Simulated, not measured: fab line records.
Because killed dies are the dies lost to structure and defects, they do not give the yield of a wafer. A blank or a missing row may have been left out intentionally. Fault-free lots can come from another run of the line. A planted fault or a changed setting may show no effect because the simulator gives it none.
The tool behind it: which one?    flow nand_harc    14 lots, 42 wafers sampled, at 5 steps of a route of 1159

## WHAT THE GAUGES READ, wafer by wafer
NHARC_THIN_TSV_CD_MEAS_33: the cd target is 5000 nm. Usual: 5000.8 nm for cd_nm, sd 2.1.
lot   measured      on         cd_nm (nm)            flag
L625  day 19 01:00  cd_sem-02  5001.7 4999.2 4999.2  
L629  day 19 08:43  cd_sem-03  5001.5 5000.3 4998.1  
L627  day 19 07:17  cd_sem-03  5001.3 5002.5 5000.2  
L630  day 20 03:20  cd_sem-02  5001.5 5000.5 5000.4  
L628  day 20 14:39  cd_sem-03  4996.9 5001.1 4999.8  
L642  day 22 20:01  cd_sem-01  5000.3 5000.2 5000.8  
L640  day 23 08:22  cd_sem-02  5000.0 4999.7 4999.1  
L641  day 23 11:50  cd_sem-03  4999.6 5006.2 5004.6  
L643  day 23 19:24  cd_sem-03  4999.5 5002.3 4998.5  
L644  day 24 06:01  cd_sem-01  4998.0 5001.0 5000.0  
L645  day 24 13:10  cd_sem-02  4999.2 5000.2 5002.0  

NHARC_END_SORT_01. Usual: killed_at_array 28, standard deviation 11; killed_at_other 0.6, standard deviation 0.85; killed_at_periphery 2.8, standard deviation 2.3; killed_dies 31, standard deviation 11; killed_open 3.1, standard deviation 1.6; killed_short 2.0, standard deviation 1.4.
lot   measured      on         killed_at_array  killed_at_other  killed_at_periphery  killed_dies  killed_open  killed_short  flag
L625  day 19 11:36  prober-01  26 22 24         1 0 0            2 4 1                29 26 25     4 3 4        2 2 0         
L629  day 19 19:31  prober-01  22 28 27         1 0 0            5 2 3                28 30 30     5 2 4        3 2 3         
L627  day 20 04:07  prober-01  28 31 34         1 1 0            1 3 0                30 35 34     3 4 5        0 1 0         
L630  day 20 13:37  prober-02  12 12 11         1 0 1            3 6 1                16 18 13     4 5 2        3 0 1         
L628  day 21 00:24  prober-02  36 43 32         0 0 0            4 2 1                40 45 33     5 2 2        4 2 2         
L634  day 22 11:32  prober-01  670 675 674      1 0 2            6 2 1                677 677 677  3 3 4        0 1 2         OFF
L637  day 22 19:19  prober-02  676 676 675      0 0 0            1 1 2                677 677 677  2 3 2        2 4 3         OFF
L638  day 23 04:35  prober-01  677 675 676      0 1 1            0 1 0                677 677 677  3 2 0        2 0 3         OFF
L642  day 23 04:33  prober-02  46 28 33         0 0 0            6 8 5                52 36 38     4 2 5        2 1 3         
L640  day 23 16:36  prober-01  28 38 20         2 0 1            6 4 7                36 42 28     2 4 3        2 2 3         
L641  day 24 01:08  prober-02  12 13 11         0 0 0            5 4 6                17 17 17     3 4 7        2 3 1         
L643  day 24 05:08  prober-01  51 41 45         0 0 0            4 3 4                55 44 49     5 4 3        1 0 1         
L644  day 24 15:09  prober-02  18 22 18         1 0 1            4 1 1                23 23 20     6 1 3        1 3 1         
L645  day 25 04:41  prober-01  50 50 49         0 1 1            4 3 0                54 54 50     3 3 1        1 3 1         

## EACH LOT AND THE TOOL THAT RAN IT (in order: tool; ch and the chambers of the sampled wafers; start)
lot   NHARC_A_CONTACT_DEP_29           NHARC_THIN_TSV_ETCH_44              NHARC_THIN_TSV_STRIP_56
L625  pecvd-04 ch 0,2, day 16 08:36    rie_diel-11 ch 0,2,3, day 18 18:46  plasma_asher-02 ch 0,1, day 19 01:39
L629  pecvd-03 ch 1,2, day 16 19:25    rie_diel-12 ch 0,2, day 19 02:34    plasma_asher-01 ch 0,1, day 19 09:25
L627  pecvd-02 ch 0,2, day 16 23:53    rie_diel-12 ch 0,2,3, day 19 01:31  plasma_asher-01 ch 0,1, day 19 07:59
L630  pecvd-04 ch 1,2, day 17 11:07    rie_diel-11 ch 0,1,3, day 19 21:44  plasma_asher-01 ch 0,1, day 20 04:07
L628  pecvd-02 ch 1,2, day 18 01:19    rie_diel-12 ch 1,2,3, day 20 08:05  plasma_asher-02 ch 0, day 20 15:18
L634  pecvd-04 ch 0,1,2, day 19 17:32  -                                   -
L637  pecvd-04 ch 0,1,2, day 19 19:25  -                                   -
L638  pecvd-04 ch 0,2, day 20 04:42    -                                   -
L642  pecvd-02 ch 0,1, day 20 05:02    rie_diel-06 ch 1,2,3, day 22 14:26  plasma_asher-01 ch 0,1, day 22 20:40
L640  pecvd-02 ch 0,1, day 20 10:52    rie_diel-12 ch 0,1,3, day 23 02:33  plasma_asher-02 ch 0,1, day 23 09:04
L641  pecvd-03 ch 0,1, day 20 16:31    rie_diel-06 ch 0,1,2, day 23 06:12  plasma_asher-01 ch 0,1, day 23 12:34
L643  pecvd-02 ch 0,1, day 21 02:28    rie_diel-11 ch 0,1,3, day 23 12:44  plasma_asher-01 ch 0,1, day 23 20:05
L644  pecvd-03 ch 0,1, day 21 18:40    rie_diel-06 ch 1,2,3, day 24 00:11  plasma_asher-01 ch 0,1, day 24 06:44
L645  pecvd-02 ch 0,2, day 22 00:40    rie_diel-06 ch 0,1,3, day 24 07:20  plasma_asher-01 ch 0, day 24 13:48
- NHARC_A_CONTACT_DEP_29: deposits SiON, target thk 70 nm.
- NHARC_THIN_TSV_ETCH_44: etches the open film in CF4/O2, target depth 1594.2 nm, time 797.1 s.
- NHARC_THIN_TSV_STRIP_56: strips in O2.

## AS READ BY THE TOOLS THEMSELVES (means over the sampled wafers that have a number; for cases with no such wafer, the mark the record gives instead)
NHARC_A_CONTACT_DEP_29. Usual: 776 W for heater_power_w, sd 100.
lot   tool      heater_power_w (W)  flag
L625  pecvd-04  676                 
L629  pecvd-03  796                 
L627  pecvd-02  794                 
L630  pecvd-04  863                 
L628  pecvd-02  772                 
L634  pecvd-04  784                 
L637  pecvd-04  766                 
L638  pecvd-04  705                 
L642  pecvd-02  746                 
L640  pecvd-02  670                 
L641  pecvd-03  827                 
L643  pecvd-02  735                 
L644  pecvd-03  822                 
L645  pecvd-02  775                 

NHARC_THIN_TSV_ETCH_44. Usual: cf4_flow_sccm 150.1 sccm, standard deviation 0.46; drypump_motor_current_A 5.6 A, standard deviation 0.36; oes_product_au 0.995 a.u., standard deviation 0.011; rf_vpp_V 794 V, standard deviation 5.1; showerhead_plenum_p_Torr 1.83 Torr, standard deviation 0.082; throttle_valve_pct 16.914 %, standard deviation 0.0086.
lot   tool         cf4_flow_sccm (sccm)  drypump_motor_current_A (A)  oes_product_au (a.u.)  rf_vpp_V (V)  showerhead_plenum_p_Torr (Torr)  throttle_valve_pct (%)  flag
L625  rie_diel-11  150.5                 5.6                          0.987                  790           1.76                             16.918                  
L629  rie_diel-12  150.6                 6.0                          1.003                  792           1.80                             16.916                  
L627  rie_diel-12  150.4                 6.1                          1.011                  797           1.87                             16.918                  
L630  rie_diel-11  149.9                 5.6                          1.003                  791           1.78                             16.907                  
L628  rie_diel-12  150.0                 6.2                          1.003                  796           1.86                             16.908                  
L642  rie_diel-06  149.9                 5.5                          0.984                  799           1.89                             16.915                  
L640  rie_diel-12  150.1                 5.9                          1.005                  792           1.80                             16.913                  
L641  rie_diel-06  150.6                 5.5                          0.991                  798           1.88                             16.912                  
L643  rie_diel-11  150.4                 5.6                          1.000                  791           1.78                             16.911                  
L644  rie_diel-06  150.0                 5.5                          0.984                  799           1.89                             16.911                  
L645  rie_diel-06  150.1                 5.5                          0.993                  800           1.92                             16.903                  

NHARC_THIN_TSV_STRIP_56. Usual: drypump_motor_current_A 5.4 A, standard deviation 0.39; heater_power_w 367 W, standard deviation 30.
lot   tool             drypump_motor_current_A (A)  heater_power_w (W)  flag
L625  plasma_asher-02  5.8                          383                 
L629  plasma_asher-01  5.2                          351                 
L627  plasma_asher-01  5.3                          353                 
L630  plasma_asher-01  5.3                          359                 
L628  plasma_asher-02  6.1                          375                 
L642  plasma_asher-01  5.2                          344                 
L640  plasma_asher-02  5.5                          395                 
L641  plasma_asher-01  5.2                          344                 
L643  plasma_asher-01  5.2                          342                 
L644  plasma_asher-01  5.2                          341                 
L645  plasma_asher-01  5.4                          380                 

## THE ANSWER, worked out from the rows above alone
Rule: a lot is off if the mean of its wafers that have a number lies more than 3 standard deviations from the usual mean. Also off: a lot with no number at a reading for which 4 or more lots have one. The other lots that the step has rows for count as sound. Order of review: gauges by route order, followed by the tools' own readings, for which a lot's mean as printed above is used. The first step at which some lot is off is used, and at that step the reading that is off furthest; a lot without a number counts as furthest.
Off: L634, L637, L638, at NHARC_END_SORT_01 (killed_at_array).
A tool fits if, at a process step before that reading, it ran every lot that is off, and no sound lot after the first of them. Those tools and the gauges at NHARC_END_SORT_01 are tried in the same way. One candidate fits, namely pecvd-04 at NHARC_A_CONTACT_DEP_29. Its last sound lot is L630 (day 17 11:07), its first lot that is off L634 (day 19 17:32): a fault that began between those two fits.

## WHAT HAD BEEN PUT IN BY THE SIMULATOR
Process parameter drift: pecvd-04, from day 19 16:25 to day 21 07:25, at NHARC_A_CONTACT_DEP_29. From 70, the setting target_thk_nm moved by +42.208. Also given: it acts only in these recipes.
Lots struck among those shown: L634, L637, L638. Same finding as the rule above.
